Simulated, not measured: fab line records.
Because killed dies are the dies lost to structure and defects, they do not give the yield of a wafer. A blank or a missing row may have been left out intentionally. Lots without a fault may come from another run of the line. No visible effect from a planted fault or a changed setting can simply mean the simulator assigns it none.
A sampling plan put to the test -- flow nand-harc -- each of the 19 faults these records tell of, on one fab line, judged from the records of the lots it struck
What counts as the plan is the set of the line's own looks, namely the steps on the route at which a gauge or an inspection reads a wafer and does not change it. Where struck wafers have a number at a look and the file lists that look's usual mean and standard deviation on fault-free wafers, the look can be judged. Caught: the struck wafers' mean, at a look after the fault's first step, is 4 or more of those standard deviations (sigma) away from the usual mean. On the tool: the same test on the tool's own readings at the fault's steps. Caught also covers a different recipe on the struck wafers, or a record left blank for those wafers only.

== THE FAULTS, as the simulator had put them in ==
1. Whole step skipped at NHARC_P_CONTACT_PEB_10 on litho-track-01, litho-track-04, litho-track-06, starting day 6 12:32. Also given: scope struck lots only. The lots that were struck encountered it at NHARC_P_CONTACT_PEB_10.
2. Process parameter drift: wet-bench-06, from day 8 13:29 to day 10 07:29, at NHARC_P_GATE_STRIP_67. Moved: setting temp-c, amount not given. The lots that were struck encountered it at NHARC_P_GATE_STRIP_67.
3. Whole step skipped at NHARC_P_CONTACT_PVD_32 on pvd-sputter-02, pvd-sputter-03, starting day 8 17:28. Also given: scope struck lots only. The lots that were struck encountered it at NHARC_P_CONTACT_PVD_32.
4. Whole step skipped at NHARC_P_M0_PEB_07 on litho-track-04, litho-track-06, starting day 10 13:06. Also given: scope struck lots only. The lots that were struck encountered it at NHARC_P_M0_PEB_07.
5. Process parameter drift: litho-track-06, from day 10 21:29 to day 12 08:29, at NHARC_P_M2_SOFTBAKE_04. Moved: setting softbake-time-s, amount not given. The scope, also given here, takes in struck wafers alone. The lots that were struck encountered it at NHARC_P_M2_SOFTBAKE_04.
6. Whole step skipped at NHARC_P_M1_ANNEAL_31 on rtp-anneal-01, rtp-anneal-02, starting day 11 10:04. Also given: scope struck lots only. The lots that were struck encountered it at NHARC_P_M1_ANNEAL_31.
7. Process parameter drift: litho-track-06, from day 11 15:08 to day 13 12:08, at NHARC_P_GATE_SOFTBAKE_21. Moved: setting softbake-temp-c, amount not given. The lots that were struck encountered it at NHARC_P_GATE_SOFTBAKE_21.
8. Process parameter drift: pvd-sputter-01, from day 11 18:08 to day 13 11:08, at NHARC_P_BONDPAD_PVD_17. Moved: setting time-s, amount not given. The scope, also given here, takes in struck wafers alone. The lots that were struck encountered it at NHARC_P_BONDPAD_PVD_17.
9. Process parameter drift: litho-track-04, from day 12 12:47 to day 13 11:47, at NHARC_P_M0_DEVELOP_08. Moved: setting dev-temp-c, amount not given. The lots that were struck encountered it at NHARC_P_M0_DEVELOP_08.
10. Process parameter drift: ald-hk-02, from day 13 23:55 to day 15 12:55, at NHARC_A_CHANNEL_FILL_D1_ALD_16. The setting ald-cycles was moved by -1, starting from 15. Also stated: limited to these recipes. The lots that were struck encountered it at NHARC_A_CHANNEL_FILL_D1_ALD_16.
11. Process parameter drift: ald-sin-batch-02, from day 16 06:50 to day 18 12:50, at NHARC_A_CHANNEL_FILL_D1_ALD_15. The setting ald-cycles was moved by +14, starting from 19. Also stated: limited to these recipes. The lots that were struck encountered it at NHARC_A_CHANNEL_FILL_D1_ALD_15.
12. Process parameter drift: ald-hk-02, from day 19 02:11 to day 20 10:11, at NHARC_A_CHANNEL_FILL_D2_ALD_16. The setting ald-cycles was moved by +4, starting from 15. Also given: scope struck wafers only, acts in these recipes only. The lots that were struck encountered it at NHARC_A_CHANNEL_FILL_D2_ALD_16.
13. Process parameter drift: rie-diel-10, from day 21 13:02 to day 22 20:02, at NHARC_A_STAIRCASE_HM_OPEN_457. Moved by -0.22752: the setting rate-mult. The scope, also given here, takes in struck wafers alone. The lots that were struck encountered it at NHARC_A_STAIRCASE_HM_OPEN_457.
14. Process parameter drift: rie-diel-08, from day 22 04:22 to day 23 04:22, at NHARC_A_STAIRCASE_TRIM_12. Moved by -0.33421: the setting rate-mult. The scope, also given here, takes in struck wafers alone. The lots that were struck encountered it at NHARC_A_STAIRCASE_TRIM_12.
15. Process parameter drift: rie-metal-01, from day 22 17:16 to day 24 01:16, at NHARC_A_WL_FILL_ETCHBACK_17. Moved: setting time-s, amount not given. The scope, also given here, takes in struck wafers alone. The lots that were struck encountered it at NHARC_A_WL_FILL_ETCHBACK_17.
16. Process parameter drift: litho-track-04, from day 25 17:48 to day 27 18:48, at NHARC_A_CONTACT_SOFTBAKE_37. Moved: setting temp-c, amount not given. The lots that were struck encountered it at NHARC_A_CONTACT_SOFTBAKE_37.
17. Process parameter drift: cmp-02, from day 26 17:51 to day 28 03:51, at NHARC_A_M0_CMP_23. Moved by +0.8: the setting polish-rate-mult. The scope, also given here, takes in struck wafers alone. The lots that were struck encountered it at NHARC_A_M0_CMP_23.
18. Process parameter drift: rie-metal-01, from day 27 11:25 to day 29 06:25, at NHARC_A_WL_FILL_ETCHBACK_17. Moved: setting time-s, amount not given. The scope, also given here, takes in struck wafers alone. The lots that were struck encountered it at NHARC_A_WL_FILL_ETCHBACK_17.
19. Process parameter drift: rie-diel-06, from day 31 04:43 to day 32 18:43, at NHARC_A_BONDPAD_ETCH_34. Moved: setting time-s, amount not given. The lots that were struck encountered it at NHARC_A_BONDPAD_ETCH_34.

== WHAT THE PLAN SAW ==
fault,on the tool itself,first look that catches it,"reading, sigma",median hours from its first step to that look,hours from the fault's start to the first struck lot there,judged looks passed uncaught
1,the tool's record is blank for the struck wafers,no look after it can be judged,-,-,-,0
2,temp-c -35 sigma,no look after it can be judged,-,-,-,0
3,the tool's record is blank for the struck wafers,not the one look that can be judged after it,-,-,-,1
4,the tool's record is blank for the struck wafers,no look after it can be judged,-,-,-,0
5,heater-power-total-W +99 or beyond sigma,not the one look that can be judged after it,-,-,-,1
6,the tool's record is blank for the struck wafers,NHARC_END_SORT_01,killed-at-periphery +10,431.9,432,0
7,heater-power-total-W +46 sigma,none of the 3 looks that can be judged after it,"strongest: killed-open at NHARC_END_SORT_01, +2.0",-,-,3
8,under 2 sigma,not the one look that can be judged after it,"strongest: killed-at-periphery at NHARC_END_SORT_01, +2.6",-,-,1
9,developer-temp-C +10 sigma,not the one look that can be judged after it,-,-,-,1
10,under 2 sigma,no look after it can be judged,-,-,-,0
11,under 2 sigma,no look after it can be judged,-,-,-,0
12,under 2 sigma,no look after it can be judged,-,-,-,0
13,oes-product-au -13 sigma,NHARC_END_SORT_01,killed-dies +38,184.7,192,0
14,oes-product-au -19 sigma,NHARC_END_SORT_01,killed-at-array +38,211.3,217,0
15,run-length-s -4.4 sigma,none of the 2 looks that can be judged after it,-,-,-,2
16,heater-power-total-W -91 sigma,not the one look that can be judged after it,-,-,-,1
17,time-to-endpoint-s -5.7 sigma,not the one look that can be judged after it,-,-,-,1
18,run-length-s -20 sigma,not the one look that can be judged after it,-,-,-,1
19,run-length-s -46 sigma,not the one look that can be judged after it,-,-,-,1
A dash: the fault is not caught, or the number is missing from these records.

Caught at a look: 3 of 19. Caught on the tool: 15 of 19. By one or the other: 15 of 19.
Caught on the tool alone: faults 1, 2, 3, 4, 5, 7, 9, 15, 16, 17, 18, 19.
Caught by neither: faults 8, 10, 11, 12.

== THINNER SAMPLING ==
Were the look that catches a fault to measure just every second or every third lot (counted by lot number), the first struck lot would, at worst, be measured this late:
fault,"struck lots at that look, in order of time",every lot,every second lot,every third lot
6,"L919, L920",432 h,459 h,may miss all 2
13,"L591, L592",192 h,216 h,may miss all 2
14,"L668, L667",217 h,225 h,may miss all 2
Hours are from the fault's start to the first struck lot that is measured. The test against the limit of 4 sigma pooled every struck wafer, which means one lot taken alone may stay below that limit. Other struck lots may not be in these records.

== THE LONGEST TIMED WAY FROM STEP TO LOOK ==
Fault 6: the median time between NHARC_P_M1_ANNEAL_31 and NHARC_END_SORT_01 is 431.9 hours. No look between them can be judged.
